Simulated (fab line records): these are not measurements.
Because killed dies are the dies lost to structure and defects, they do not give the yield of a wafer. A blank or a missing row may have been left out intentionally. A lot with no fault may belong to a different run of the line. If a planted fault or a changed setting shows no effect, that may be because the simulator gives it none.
Chamber matching / flow nandHarc / NHARC_A_STAIRCASE_DEP_156 on pecvd-04: 3 sister chambers
The step deposits SiNx, target thk 50 nm. 14 wafers are shown with their chamber, then 7 later ones without.

WAFERS, EACH WITH ITS CHAMBER
wafer=L074.1; chamber=0; heaterPowerW (W)=743; susceptorTempC (C)=400.03
wafer=L074.3; chamber=1; heaterPowerW (W)=624; susceptorTempC (C)=400.28
wafer=L074.4; chamber=1; heaterPowerW (W)=623; susceptorTempC (C)=400.23
wafer=L075.3; chamber=1; heaterPowerW (W)=566; susceptorTempC (C)=399.82
wafer=L075.4; chamber=0; heaterPowerW (W)=738; susceptorTempC (C)=399.98
wafer=L075.6; chamber=2; heaterPowerW (W)=593; susceptorTempC (C)=400.01
wafer=L077.1; chamber=2; heaterPowerW (W)=589; susceptorTempC (C)=400.08
wafer=L077.2; chamber=1; heaterPowerW (W)=575; susceptorTempC (C)=400.34
wafer=L077.5; chamber=2; heaterPowerW (W)=593; susceptorTempC (C)=400.34
wafer=L076.1; chamber=2; heaterPowerW (W)=591; susceptorTempC (C)=400.31
wafer=L076.2; chamber=0; heaterPowerW (W)=684; susceptorTempC (C)=400.09
wafer=L076.3; chamber=1; heaterPowerW (W)=660; susceptorTempC (C)=400.17
wafer=L087.1; chamber=1; heaterPowerW (W)=570; susceptorTempC (C)=399.70
wafer=L087.2; chamber=0; heaterPowerW (W)=709; susceptorTempC (C)=399.83

SIGNATURES (averages over the wafers above)
reading=heaterPowerW; chamber 0=718.50; chamber 1=603.00; chamber 2=591.50; scatter within a chamber=29.5
reading=susceptorTempC; chamber 0=399.9825; chamber 1=400.0900; chamber 2=400.1850; scatter within a chamber=0.206
Rule: a wafer lies at a distance from a chamber equal to the root of the sum of squares, over the readings, of (its reading less the chamber's mean, divided by the reading's scatter). The wafer belongs to the nearest chamber; if the next one is less than 2 further off, it can't be placed. The scatter is the square root of a quotient: the sum, over the shown wafers, of each reading's squared deviation from its chamber's mean, divided by wafers minus chambers.

WAFERS MISSING THEIR CHAMBER
wafer=L087.3; heaterPowerW (W)=570; susceptorTempC (C)=400.01
wafer=L090.1; heaterPowerW (W)=688; susceptorTempC (C)=399.92
wafer=L090.4; heaterPowerW (W)=578; susceptorTempC (C)=399.83
wafer=L090.5; heaterPowerW (W)=700; susceptorTempC (C)=399.95
wafer=L092.3; heaterPowerW (W)=582; susceptorTempC (C)=399.85
wafer=L092.5; heaterPowerW (W)=662; susceptorTempC (C)=400.38
wafer=L092.6; heaterPowerW (W)=690; susceptorTempC (C)=400.17

WHICH CHAMBER EACH WENT THROUGH
wafer=L087.3; from the rows above=can't be placed: 2 or 1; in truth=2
wafer=L090.1; from the rows above=can't be placed: 0 or 1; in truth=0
wafer=L090.4; from the rows above=can't be placed: 1 or 2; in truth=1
wafer=L090.5; from the rows above=0; in truth=0
wafer=L092.3; from the rows above=can't be placed: 1 or 2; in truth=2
wafer=L092.5; from the rows above=can't be placed: 1 or 2 or 0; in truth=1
wafer=L092.6; from the rows above=can't be placed: 0 or 1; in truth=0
Placed correctly: 1 of 7. Can't be placed from these rows: 6 (the true chamber is among the candidates in 6). 0 placed wrongly.
